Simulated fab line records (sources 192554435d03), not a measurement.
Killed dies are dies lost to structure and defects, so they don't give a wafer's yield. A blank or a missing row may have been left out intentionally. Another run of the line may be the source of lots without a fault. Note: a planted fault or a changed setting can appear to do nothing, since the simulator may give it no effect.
Problem report, 8D (eight disciplines) form, completed by code | flow n5Finfet | the parts of the form that need people (team, actions taken, sign-off) are left out

== 1. THE ISSUE ==
Across 2 wafers from 2 lots, EOT_N at N5_BEOL_M4_RC_MEAS_101 averages 15.00, while fault-free wafers read 10.56 with a standard deviation of 0.079. That puts it +56 standard deviations away from the usual mean.
The first sign was on wafer L905.2 at day 9 19:16, on prober-02. The record holds 27 wafers of 9 lots with a number at this step. By rule, "out" or "out of limits" means more than 4 standard deviations away from the usual mean. The other wafers with a number count as sound.

== 2. WHAT THIS IS AND IS NOT ==
question                    | is                                                                                                                                                 | is not
which readings at this step | EOT_N, DIBL_N, DIBL_P, EOT_P, IGATE_N, IGATE_P, IOFF_N, IOFF_N_85C, IOFF_N_LIN, IOFF_P, IOFF_P_85C, IOFF_P_LIN, ION_N, ION_P, SS_P, VT_N, VT_N_LVT | -
which lots                  | L905, L907                                                                                                                                         | L897, L898, L899, L900, L901, L902, L916
which wafers of those lots  | L905.2, L907.2                                                                                                                                     | L905.1, L905.4, L907.4, L907.6
read on which gauges        | prober-01, prober-02                                                                                                                               | -
when                        | from day 9 19:16                                                                                                                                   | up to then (20 sound wafers); but 5 sound wafers of L907, L916 came after

== 3. WHAT RULES OUT EACH SUSPECT ==
Counting: if a tool at a process step up to the reading ran every lot that is out, it stays a suspect. Sound lots after the first of them don't rule it out here, since some wafers of a struck lot are sound.
- the gauge at N5_BEOL_M4_RC_MEAS_101 is ruled out. Those wafers that are out were read across 2 gauges (prober-01, prober-02).
- aldSin-03 at N5_DUMMY_GATE_ALD_02 (deposits SiO2, target thk 2 nm, pulse time 1 s): kept. It ran every lot that is out, first L905 (day 4 18:48); its last sound lot up to then is L902 (day 4 00:19).
After counting, what remains is aldSin-03 at N5_DUMMY_GATE_ALD_02.

== 4. THE CAUSE (what the simulator had put in) ==
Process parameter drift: aldSin-03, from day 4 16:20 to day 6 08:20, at N5_DUMMY_GATE_ALD_02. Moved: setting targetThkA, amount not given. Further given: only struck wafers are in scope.
This tool alone remained once counting was done.

== 5. THE CHAIN OF EFFECTS, in route order ==
Each row: a reading whose mean over the struck wafers that have a number lies more than 3 standard deviations from the usual. Only readings for which the record gives a usual standard deviation are gone through. hours: the time from each lot's start at the first step in this table that gives one to its start at this step, as a median over the lots. sigmas: the change in usual standard deviations.
hours | step                    | reading          | usual        | on struck wafers | change  | sigmas
0     | N5_BEOL_M4_RC_MEAS_101  | DIBL_N           | 36.3 mV/V    | 46.6             | +10.3   | +10
0     | N5_BEOL_M4_RC_MEAS_101  | DIBL_P           | 36.2 mV/V    | 48.0             | +11.8   | +8.4
0     | N5_BEOL_M4_RC_MEAS_101  | EOT_N            | 10.56        | 15.00            | +4.44   | +56
0     | N5_BEOL_M4_RC_MEAS_101  | EOT_P            | 10.50        | 14.95            | +4.45   | +54
0     | N5_BEOL_M4_RC_MEAS_101  | IGATE_N          | 0.0120 nA/um | 0.0001           | -0.0119 | -9.2
0     | N5_BEOL_M4_RC_MEAS_101  | IGATE_P          | 0.0036 nA/um | 0.0000           | -0.0036 | -8.8
0     | N5_BEOL_M4_RC_MEAS_101  | IOFF_N           | 0.157 nA/um  | 0.417            | +0.260  | +12
0     | N5_BEOL_M4_RC_MEAS_101  | IOFF_N_85C       | 3.1 nA/um    | 6.9              | +3.8    | +11
0     | N5_BEOL_M4_RC_MEAS_101  | IOFF_N_LIN       | 0.073 nA/um  | 0.192            | +0.119  | +14
0     | N5_BEOL_M4_RC_MEAS_101  | IOFF_P           | 0.206 nA/um  | 0.488            | +0.282  | +11
0     | N5_BEOL_M4_RC_MEAS_101  | IOFF_P_85C       | 3.6 nA/um    | 7.4              | +3.8    | +10
0     | N5_BEOL_M4_RC_MEAS_101  | IOFF_P_LIN       | 0.099 nA/um  | 0.234            | +0.135  | +14
0     | N5_BEOL_M4_RC_MEAS_101  | ION_N            | 673 uA/um    | 622              | -52     | -5.7
0     | N5_BEOL_M4_RC_MEAS_101  | ION_P            | 461 uA/um    | 426              | -35     | -5.5
0     | N5_BEOL_M4_RC_MEAS_101  | SS_N             | 71.5 mV/dec  | 73.6             | +2.1    | +4.2
0     | N5_BEOL_M4_RC_MEAS_101  | SS_P             | 73.2 mV/dec  | 75.6             | +2.4    | +5.1
0     | N5_BEOL_M4_RC_MEAS_101  | VT_N             | 249.9 mV     | 237.3            | -12.6   | -5.3
0     | N5_BEOL_M4_RC_MEAS_101  | VT_N_LVT         | 98.2 mV      | 86.4             | -11.8   | -4.4
0     | N5_BEOL_M4_RC_MEAS_101  | VT_P             | -250.6 mV    | -240.8           | +9.8    | +3.4
0     | N5_BEOL_M4_RC_MEAS_101  | VT_P_LVT         | -98.8 mV     | -88.2            | +10.6   | +4.1
97    | N5_PASSIVATION_PROBE_49 | sort_bin_8_speed | 0.00 %       | 55.38            | +55.38  | +99 or more
97    | N5_PASSIVATION_PROBE_49 | sortNPass        | 1075         | 219              | -856    | -57
97    | N5_PASSIVATION_PROBE_49 | sortYieldPct     | 91.1 %       | 18.5             | -72.5   | -56
Process steps it contains:
- N5_PASSIVATION_PROBE_49

== 6. WHAT WOULD HAVE CAUGHT IT SOONER ==
123 hours passed between the start of the fault at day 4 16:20 and the first reading out of limits at a measuring or inspecting step in this record, taken at day 9 19:16.
An alarm limit of 4 standard deviations would not have fired on the tool readings at N5_DUMMY_GATE_ALD_02 for which the record gives a usual standard deviation, since none of them was out on any struck wafer.
The start of N5_DUMMY_GATE_ALD_02 on aldSin-03 came by day 9 19:16 for every one of the lots that are out (2). None of them would have been spared by holding the tool at that moment.
